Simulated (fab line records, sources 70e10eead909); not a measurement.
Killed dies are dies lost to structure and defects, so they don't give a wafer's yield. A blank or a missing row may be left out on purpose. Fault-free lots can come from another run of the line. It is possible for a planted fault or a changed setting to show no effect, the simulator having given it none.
A struck lot beside a sound one ; flow nand harc ; 43 out of 1159 route steps
Sound: these wafers, L674.1, L674.4, L674.6. The struck wafers were L678.1, L678.3, L678.6. The cause is given at the end.
Per side, at each step with rows, come the tool, then ch with its chambers, and then its first start. Under that, the readings that differ: sound wafers ; struck wafers ; difference of the means ; sigmas: that difference in standard deviations of wafers without a fault.
alike: a reading whose means differ by less than 2 such deviations, as well as words and numbers matching on both sides. not compared: withheld readings; readings where some wafer has no value; bounds like >300 that might hide an equal value; numbers whose values overlap and for which the record gives no deviation.
The two part at a step that has a row with sigmas, a row that says differs or no value, or rows on one side only. When numbers do not overlap yet have no deviation, they are printed without sigmas and do not part them. A reading that every wafer of one side lacks parts them only if that side has two wafers or more.

NHARC_P_STI_OCD_MEAS_43:
  sound on ocd-02, day 3 20:10; struck on ocd-01, day 4 21:01
reading;sound;struck;difference;sigmas
trench foot cd nm (nm);155.9 153.7 154.9;159.2 161.1 160.4;+5.4;+3
  alike: trench depth nm
then, 3 steps without rows for these wafers: NHARC_P_STI_OXIDE_33 (material SiO2, target thk 10 nm, ox time 281 s); NHARC_P_STI_HDPCVD_20 (deposits SiO2); NHARC_P_STI_ANNEAL_34 (time 1800 s).
NHARC_P_STI_CMP_21: polishes, t overpolish 20 s, target thk 380.67 nm.
  sound on cmp-03 ch 1,3, day 4 13:46; struck on cmp-04 ch 0,1,2, day 5 15:59
  alike: motor current A, overpolish run s
then, 6 steps without rows for these wafers: NHARC_P_STI_SRD_35; NHARC_P_STI_ETCH_36 (etches SiO2 in dHF, target depth 38.8 nm); NHARC_P_STI_STRIP_24 (strips Si3N4 in H3PO4); NHARC_P_STI_ETCH_37 (etches SiO2 in dHF, target depth 11 nm); NHARC_P_STI_PRECLEAN_38 (cleans in SC1); NHARC_P_STI_SRD_39.
NHARC_P_STI_OXIDE_40: material SiO2, target thk 10 nm, ox time 1362 s.
  sound on furnace-02 ch 0, day 4 19:51; struck on furnace-04 ch 0, day 5 20:20
  alike: spike tc upper C, zone power upper pct
NHARC_P_STI_INSPECT_25:
  sound on defect inspect-02, day 4 23:52; struck on defect inspect-02, day 6 00:23
reading;sound;struck;difference;sigmas
raw defect count;89 177 98;1255 1215 1280;+1129;+14
then, 12 steps without rows for these wafers: NHARC_P_GATE_ETCH_69 (etches SiO2 in dHF, target depth 14 nm); NHARC_P_GATE_PRECLEAN_70 (cleans in SC1); NHARC_P_GATE_SRD_01; NHARC_P_GATE_OXIDE_02 (material SiO2, target thk 37.5 nm, ox time 365 s); NHARC_P_GATE_DEHYDRATE_03 (time 120 s); NHARC_P_GATE_HMDS_04 (time 30 s); NHARC_P_GATE_COAT_05; NHARC_P_GATE_SOFTBAKE_06 (time 95 s); NHARC_P_GATE_EBR_07; NHARC_P_GATE_EXPOSE_08 (exposes mask P HV); NHARC_P_GATE_PEB_09 (peb time 85 s); NHARC_P_GATE_DEVELOP_10 (time 70 s).
NHARC_P_GATE_CD_MEAS_11: the cd target is 1640 nm.
  sound on cd sem-01 ch 0, day 5 07:59; struck on cd sem-01 ch 0, day 6 08:35
  alike: cd nm
then, 1 step without rows for these wafers: NHARC_P_GATE_HARDBAKE_12 (time 80 s).
NHARC_P_GATE_DESCUM_13: chemistry O2, time 3 s.
  sound on rie diel-07 ch 1,2,3, day 5 08:09; struck on rie diel-04 ch 2,3, day 6 08:45
  alike: drypump motor current A, oes product au, rf vpp V, showerhead plenum p Torr, throttle valve pct
  not compared: rf hours counter h
then, 6 steps without rows for these wafers: NHARC_P_GATE_ETCH_14 (etches SiO2 in dHF, target depth 48.8 nm); NHARC_P_GATE_STRIP_15 (strips in SPM, time 780 s); NHARC_P_GATE_PRECLEAN_71 (cleans in SC1); NHARC_P_GATE_SRD_72; NHARC_P_GATE_OXIDE_16 (material SiO2, target thk 3 nm, ox time 392 s); NHARC_P_GATE_CVD_17 (deposits poly-Si, target thk 150 nm, time 900 s).
NHARC_P_GATE_HM_DEP_102: deposits aC, target thk 120 nm.
  sound on acl dep-02 ch 0, day 5 23:41; struck on acl dep-03 ch 0, day 6 21:27
  alike: throttle valve pct
NHARC_P_GATE_DEP_103: deposits SiON, target thk 30 nm.
  sound on pecvd-02 ch 1,2, day 6 00:33; struck on pecvd-03 ch 0,2, day 6 22:08
  alike: heater power w, rf fwd power W
then, 5 steps without rows for these wafers: NHARC_P_GATE_DEHYDRATE_18 (time 120 s); NHARC_P_GATE_HMDS_19 (time 30 s); NHARC_P_GATE_COAT_20 (resist thk 90 nm); NHARC_P_GATE_SOFTBAKE_21 (time 55 s); NHARC_P_GATE_EBR_22.
NHARC_P_GATE_INSPECT_28:
  sound on defect inspect-01, day 6 01:17; struck on defect inspect-02, day 6 22:58
reading;sound;struck;difference;sigmas
raw defect count;5 7 6;1111 1066 1124;+1094;+99 or more
-- record jumps: 14 days between struck wafers' starts before vs after; left off in module P_GATE, resumes in module END, first step shown is number 1159 of the route --
NHARC_END_SORT_01:
  at this point the record logs the struck wafers (prober-02 ch 0, day 21 08:49) and has no rows for the sound ones

WHERE THEY PART
First at NHARC_P_STI_OCD_MEAS_43; last, within this record, at NHARC_END_SORT_01.

WHY: what had been put in by the simulator
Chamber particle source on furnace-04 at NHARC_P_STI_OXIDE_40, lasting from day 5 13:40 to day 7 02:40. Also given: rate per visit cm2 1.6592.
